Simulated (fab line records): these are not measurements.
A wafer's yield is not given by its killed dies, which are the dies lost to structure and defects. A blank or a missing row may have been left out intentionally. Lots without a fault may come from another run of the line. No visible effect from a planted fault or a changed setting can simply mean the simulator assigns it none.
Comparing a struck lot with a sound one ; flow n5_finfet ; 40 steps out of a route of 1938
Sound: the wafers L286.2, L286.4, L286.6. Struck: wafer L305.3 (L305.1, L305.2, from the same lot, were not struck and are left out); the cause is given at the end.
Per side, at each step with rows, come the tool, then ch with its chambers, and then its first start. Under that, the readings that differ: sound wafers ; struck wafers ; difference of the means ; sigmas: that difference in standard deviations of wafers without a fault.
alike: same words and numbers on both sides, and readings whose means sit less than 2 such deviations apart. not compared: any withheld reading, any reading some wafer has no value for, any bound like >300 that may hide the same value, and any number with overlapping values for which the record gives no deviation.
Wherever a step has rows on one side only, a row that says differs or no value, or a row with sigmas, the two part there. When numbers do not overlap yet have no deviation, they are printed without sigmas and do not part them. A reading missing from all wafers of one side parts the sides only when that side holds two or more wafers.

first, 2 steps without rows for these wafers: N5_HKMG_FIN_STRIP_34 (strips in CF4); N5_HKMG_FIN_ETCH_35 (etches SOC in N2/H2, target depth 215.8 nm, time 243.4 s).
N5_HKMG_FIN_STRIP_92: strips SOC in N2/H2, time 20 s.
  sound on rie_diel-01 ch 0,3, day 4 08:42; struck on rie_diel-04 ch 1, day 8 22:18
  alike: drypump_motor_current_A, n2_flow_sccm, oes_product_au, power_w, rf_vpp_V, showerhead_plenum_p_Torr, throttle_valve_pct
  not compared: rf_hours_counter_h
then, 9 steps without rows for these wafers: N5_HKMG_FIN_WET_ETCH_18 (etches TiN in SC1, time 55 s, target depth 5.2 nm, rinse time 30 s); N5_HKMG_FIN_STRIP_19 (strips in N2/H2, time 360 s); N5_HKMG_FIN_ALD_91 (deposits TiN, target thk 1 nm, pulse time 1 s, purge time 3 s); N5_HKMG_FIN_COAT_85 (time 60 s, resist thk 300 nm); N5_HKMG_FIN_ETCH_86 (etches SOC in N2/H2, stops on TiN, target depth 393.2 nm); N5_HKMG_FIN_STRIP_89 (strips SOC in N2/H2, time 20 s); N5_HKMG_FIN_WET_ETCH_87 (etches TiN in SC1, time 154.2 s, target depth 4.7 nm, rinse time 30 s); N5_HKMG_FIN_STRIP_88 (strips in N2/H2, time 360 s); N5_HKMG_FIN_NWFM_ALD_20 (deposits TiAlC, target thk 2 nm, pulse time 3 s, purge time 2 s).
N5_HKMG_FIN_ALD_71: deposits TiN, target thk 1 nm, pulse time 1 s, purge time 3 s.
  sound on ald_metal-03 ch 0,2,3, day 4 10:20; struck on ald_metal-03 ch 1, day 8 23:58
  alike: heater_power_w, precursor_pulse_height_rel
then, 2 steps without rows for these wafers: N5_HKMG_FIN_COAT_66 (time 60 s, resist thk 300 nm); N5_HKMG_FIN_ETCH_67 (etches SOC in N2/H2, stops on TiN, target depth 388.9 nm).
N5_HKMG_FIN_STRIP_90: strips SOC in N2/H2, time 20 s.
  sound on rie_diel-01 ch 1,2, day 4 10:46; struck on rie_diel-03 ch 1, day 9 00:22
reading;sound;struck;difference;sigmas
drypump_motor_current_A (A);5.0 5.1 5.0;6.3;+1.3;+2
  alike: n2_flow_sccm, oes_product_au, power_w, rf_vpp_V, showerhead_plenum_p_Torr, throttle_valve_pct
  not compared: rf_hours_counter_h
then, 9 steps without rows for these wafers: N5_HKMG_FIN_WET_ETCH_73 (etches the open film in SC1, time 42.3 s, target depth 1.3 nm, rinse time 30 s); N5_HKMG_FIN_ETCHBACK_68 (etches the open film in Cl2/Ar, stops on HfO2, target depth 0.5 nm); N5_HKMG_FIN_STRIP_69 (strips in N2/H2, time 360 s); N5_HKMG_FIN_ALD_21 (deposits TiN, target thk 1.5 nm, pulse time 1 s, purge time 3 s); N5_HKMG_FIN_ALD_72 (deposits W, target thk 2 nm, pulse time 1 s, purge time 2 s); N5_HKMG_FIN_W_FILL_22 (material W, target thk 60 nm, time 18.2 s); N5_HKMG_FIN_PRECLEAN_83 (cleans in DIW, time 57.5 s); N5_HKMG_FIN_SRD_84 (dry time 32 s); N5_HKMG_FIN_CMP_23 (polishes, stops on SiNx, t overpolish 10 s, target thk 46.326 nm).
N5_HKMG_FIN_CMP_94: polishes, stops on SiNx, t overpolish 4.7 s, target thk 43.299 nm.
  sound on cmp-01 ch 2,3, day 4 12:27; struck on cmp-01 ch 0, day 9 02:04
reading;sound;struck;difference;sigmas
motor_current_A (A);12.8 10.4 11.6;15.3;+3.7;+3
then, 3 steps without rows for these wafers: N5_GATE_CUT_ETCHBACK_00 (etches W in SF6/Cl2); N5_GATE_CUT_ETCH_56 (etches TiN in Cl2/Ar, target depth 21.6 nm); N5_GATE_CUT_ETCHBACK_30 (etches TiN in Cl2/Ar, target depth 3 nm).
N5_GATE_CUT_VAPOR_ETCH_60: etches HfO2 in BCl3/Cl2.
  sound on rie_metal-02 ch 0,1, day 4 12:58; struck on rie_metal-01 ch 1, day 9 02:34
  alike: drypump_motor_current_A, oes_product_au
then, 7 steps without rows for these wafers: N5_GATE_CUT_ETCH_58 (etches SiNx in CH3F/O2, target depth 17 nm, time 128.6 s); N5_GATE_CUT_STRIP_59 (strips in N2/H2, time 20 s); N5_GATE_CUT_PRECLEAN_31 (cleans in DIW, time 300 s); N5_GATE_CUT_SRD_32 (time 30 s); N5_GATE_CUT_SAC_CAP_01 (material SiNx, target thk 24 nm, pulse time 1 s, ald cycles 480); N5_GATE_CUT_PECVD_57 (deposits SiNx from SiH4/NH3/N2, target thk 21 nm); N5_GATE_CUT_CMP_02 (polishes, stops on SiO2, t overpolish 12.7 s, target thk 0 nm).
N5_GATE_CUT_HM_DEP_46: deposits SiO2 from TEOS/O2, target thk 130 nm, time 26.6 s.
  sound on pecvd-02 ch 0,1,2, day 4 16:16; struck on pecvd-03 ch 0, day 9 05:32
  alike: heater_power_w, showerhead_plenum_p_Torr, throttle_valve_pct
then, 1 step without rows for these wafers: N5_GATE_CUT_COAT_34 (time 60 s, resist thk 60 nm).
-- the record jumps here: 9 days lie between the struck wafers' starts before and after (it left off in module GATE_CUT and takes up again in module PASSIVATION, whose first step shown is number 1936 of the route) --
N5_PASSIVATION_PROBE_49:
  record: rows for the struck wafers here (prober-01, day 17 20:44), none for the sound ones

== WHERE THEY PART ==
Last at N5_PASSIVATION_PROBE_49 as far as this record goes, first at N5_HKMG_FIN_STRIP_90.

WHY: what had been put in by the simulator
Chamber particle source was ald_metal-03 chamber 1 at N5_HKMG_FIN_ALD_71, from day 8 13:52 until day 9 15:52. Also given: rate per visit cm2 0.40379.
